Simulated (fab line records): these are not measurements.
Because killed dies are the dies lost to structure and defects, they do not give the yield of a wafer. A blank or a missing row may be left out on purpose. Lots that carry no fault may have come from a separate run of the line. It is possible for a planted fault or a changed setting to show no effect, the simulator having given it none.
Split-lot study + flow n5Finfet + 21 wafers read across 7 lots, on a route 1938 steps long

== THE SPLIT ==
At N5_WELL_APT_COAT_02 (resist thk 950 nm), the setting spinRpm was moved away from the recipe's 1357 rpm on 10 of the 21 wafers read, by -9.4% to +10.8%. All remaining wafers had this setting at the recipe value.

The reading comes from the split's own step.

== THE READING ==
coat_of_WELL_APT_COAT_02.thkNm (the simulator's own value, which no gauge read), in nm, at N5_WELL_APT_COAT_02 (resist thk 950 nm). The file does not state a usual value for it. Across the 11 wafers here that went through the recipe, the average is 950.2 nm and the standard deviation 2.8 nm.

| wafer  | tool, chamber at the split | spinRpm as run, rpm | against the recipe | coat_of_WELL_APT_COAT_02.thkNm, nm | against lot-mates on the recipe |
|--------|----------------------------|---------------------|--------------------|------------------------------------|---------------------------------|
| L076.1 | lithoTrack-01, 0           | 1357                | recipe             | 953                                | -                               |
| L076.4 | lithoTrack-01, 0           | 1230                | -9.4%              | 1000                               | +47.0                           |
| L076.5 | lithoTrack-01, 0           | 1230                | -9.4%              | 1001                               | +48.0                           |
| L079.3 | lithoTrack-03, 0           | 1272                | -6.3%              | 980.2                              | +28.3                           |
| L079.4 | lithoTrack-03, 0           | 1357                | recipe             | 951.9                              | -                               |
| L079.6 | lithoTrack-03, 0           | 1272                | -6.3%              | 981.9                              | +30.0                           |
| L080.4 | lithoTrack-03, 0           | 1357                | recipe             | 948.7                              | -                               |
| L080.5 | lithoTrack-03, 0           | 1357                | recipe             | 949.6                              | -                               |
| L080.6 | lithoTrack-03, 0           | 1357                | recipe             | 950.5                              | -                               |
| L084.1 | lithoTrack-05, 0           | 1246                | -8.2%              | 994.9                              | +43.8                           |
| L084.4 | lithoTrack-05, 0           | 1357                | recipe             | 951.1                              | -                               |
| L084.5 | lithoTrack-05, 0           | 1246                | -8.2%              | 992.3                              | +41.2                           |
| L090.1 | lithoTrack-01, 0           | 1472                | +8.5%              | 914.6                              | -39.1                           |
| L090.2 | lithoTrack-01, 0           | 1357                | recipe             | 953.7                              | -                               |
| L090.4 | lithoTrack-01, 0           | 1472                | +8.5%              | 917.6                              | -36.1                           |
| L095.1 | lithoTrack-05, 0           | 1357                | recipe             | 951.7                              | -                               |
| L095.2 | lithoTrack-05, 0           | 1357                | recipe             | 951.6                              | -                               |
| L095.4 | lithoTrack-05, 0           | 1504                | +10.8%             | 904.7                              | -47.0                           |
| L097.1 | lithoTrack-01, 0           | 1357                | recipe             | 944.6                              | -                               |
| L097.5 | lithoTrack-01, 0           | 1488                | +9.7%              | 906.3                              | -38.8                           |
| L097.6 | lithoTrack-01, 0           | 1357                | recipe             | 945.5                              | -                               |

THE FIT
A straight line over all 21 wafers: coat_of_WELL_APT_COAT_02.thkNm changes by -4.74 nm for each +1% of spinRpm; r = -0.99; the points scatter about the line by 3.5 nm.
The same after taking each lot's own level away (the mean of its wafers on the recipe; 21 wafers): -4.66 nm for each +1%; r = -1.00; scatter 2.2 nm.
On that fit, the largest move of spinRpm shifts the reading by 50 nm.
Measured against the standard deviation above, the lots' own levels, which go from 945.05 to 953.70 nm, span 3.1 times it.
The two slopes are in agreement: the lot-to-lot level therefore moves the slope only a little.
Check: -49.6 nm against its lot-mates is what the line predicts for one of the wafers moved furthest among these (+10.8%) when that wafer is left out of the fit. Against them it came out at -47 nm.

== FILE'S OWN FIT ==
coat_of_WELL_APT_COAT_02.thkNm changes by -4.57 nm for each +1% of spinRpm, r = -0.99.
